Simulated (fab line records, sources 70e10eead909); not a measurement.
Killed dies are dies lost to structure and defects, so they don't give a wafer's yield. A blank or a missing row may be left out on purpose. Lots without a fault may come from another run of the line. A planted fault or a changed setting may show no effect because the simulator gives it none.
Which tool did it? | flow nand_harc | 12 lots, 36 wafers sampled, at 2 steps of a route of 1302

WHAT THE GAUGES READ, wafer by wafer
NHARC_A_ONON_D2_THK_MEAS_24: measures by ellipsometry.
lot  | measured     | on            | thk_nm (nm)
L074 | day 13 00:09 | film_metro-01 | 996 1000 1000
L077 | day 14 00:50 | film_metro-01 | 1003 1004 1005
L080 | day 14 22:10 | film_metro-02 | 1008 1008 1008
L081 | day 15 15:40 | film_metro-02 | 1001 1002 1002
L083 | day 16 23:36 | film_metro-01 | 1001 1002 1001
L085 | day 17 21:09 | film_metro-01 | 975 975 976
L087 | day 18 23:01 | film_metro-02 | 998 998 998
L089 | day 19 04:29 | film_metro-01 | 982 983 985
L091 | day 20 05:15 | film_metro-02 | 1002 1004 1003
L093 | day 20 05:37 | film_metro-01 | 991 992 995
L095 | day 22 03:36 | film_metro-02 | 996 999 998
L097 | day 22 14:17 | film_metro-02 | 1002 1003 1003

WHICH TOOL RAN EACH LOT (tool, then ch and the chambers of the sampled wafers, then the start)
lot  | NHARC_A_CHANNEL_HOLE_D1_ETCH_44
L074 | rie_diel-09 ch 1,2,3, day 8 22:44
L077 | rie_diel-04 ch 0,2,3, day 9 22:13
L080 | rie_diel-04 ch 0,1,2, day 10 21:45
L081 | rie_diel-06 ch 0,1,2, day 11 17:05
L083 | rie_diel-04 ch 0,1, day 12 14:25
L085 | rie_diel-06 ch 1,3, day 13 07:35
L087 | rie_diel-04 ch 0,2,3, day 14 15:46
L089 | rie_diel-09 ch 0,1,2, day 15 04:17
L091 | rie_diel-06 ch 0,1,3, day 16 01:42
L093 | rie_diel-04 ch 0,3, day 16 10:08
L095 | rie_diel-09 ch 0,1,3, day 17 22:03
L097 | rie_diel-04 ch 1,2,3, day 18 13:12
- NHARC_A_CHANNEL_HOLE_D1_ETCH_44: etches the open film in CF4/O2, target depth 140 nm, overetch 14 nm, time 77 s.

THE ANSWER, worked out from the rows above alone
Rule: what is usual is taken from the lots themselves. Put in order of their means at a reading, lots are off if they are a third of the lots or fewer, leave a main group of 4 or more, and stand apart from it by a gap of 3 or more times the standard deviation of the main group's means; of several such gaps the widest counts. A main group whose means are all the same, to the digits that the tables above print for the reading, isn't used. A lot without any number at a reading at which 4 lots or more have one is off too. The other lots that the step has rows for count as sound.
No lot is off at any reading shown: from this, nothing can be told.

WHAT THE SIMULATOR HAD PUT IN
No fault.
